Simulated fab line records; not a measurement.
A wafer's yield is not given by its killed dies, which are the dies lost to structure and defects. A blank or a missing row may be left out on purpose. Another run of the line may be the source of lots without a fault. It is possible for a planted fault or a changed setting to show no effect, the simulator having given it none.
Matching of chambers + flow nandHarc + rieSi-01 running NHARC_THIN_TSV_ETCH_15: 4 sister chambers
The step target depth 3000 nm, bosch target overetch cycles 2, bosch etch step 2.8 s. 4 wafers are shown with their chamber, then 9 later ones without.

WAFERS, EACH WITH ITS CHAMBER
| wafer  | chamber | drypumpMotorCurrentA (A) |
|--------|---------|--------------------------|
| L075.4 | 1       | 6.0                      |
| L088.1 | 2       | 5.4                      |
| L088.3 | 0       | 5.4                      |
| L088.5 | 3       | 5.7                      |

WAFERS WITH NO CHAMBER GIVEN
| wafer  | drypumpMotorCurrentA (A) |
|--------|--------------------------|
| L092.1 | 6.1                      |
| L092.3 | 5.4                      |
| L092.5 | 5.4                      |
| L095.1 | 5.4                      |
| L095.2 | 5.7                      |
| L095.6 | 5.4                      |
| L097.3 | 5.7                      |
| L097.4 | 5.4                      |
| L097.6 | 6.0                      |

THE CHAMBER EACH PASSED THROUGH
| wafer  | from the rows above     | in truth |
|--------|-------------------------|----------|
| L092.1 | 1                       | 1        |
| L092.3 | can't be placed: 0 or 2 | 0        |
| L092.5 | can't be placed: 0 or 2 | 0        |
| L095.1 | can't be placed: 0 or 2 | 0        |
| L095.2 | 3                       | 3        |
| L095.6 | can't be placed: 0 or 2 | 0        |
| L097.3 | 3                       | 3        |
| L097.4 | can't be placed: 0 or 2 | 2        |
| L097.6 | 1                       | 1        |
Correct placement for 4 of the 9. Can't be placed from these rows: 5 (the true chamber is among the candidates in 5). Number placed wrongly: 0.
How it was worked out, from the rows above alone: a wafer's distance from a chamber is the root of the sum, over the readings, of the square of ((its reading less the chamber's mean) divided by the reading's scatter). The wafer belongs to the nearest chamber; if the next one is less than 2 further off, it can't be placed. A chamber's mean is the mean of its shown wafers. The scatter: root of mean squared gap, hidden wafer to nearest shown wafer, with one shown wafer a chamber.
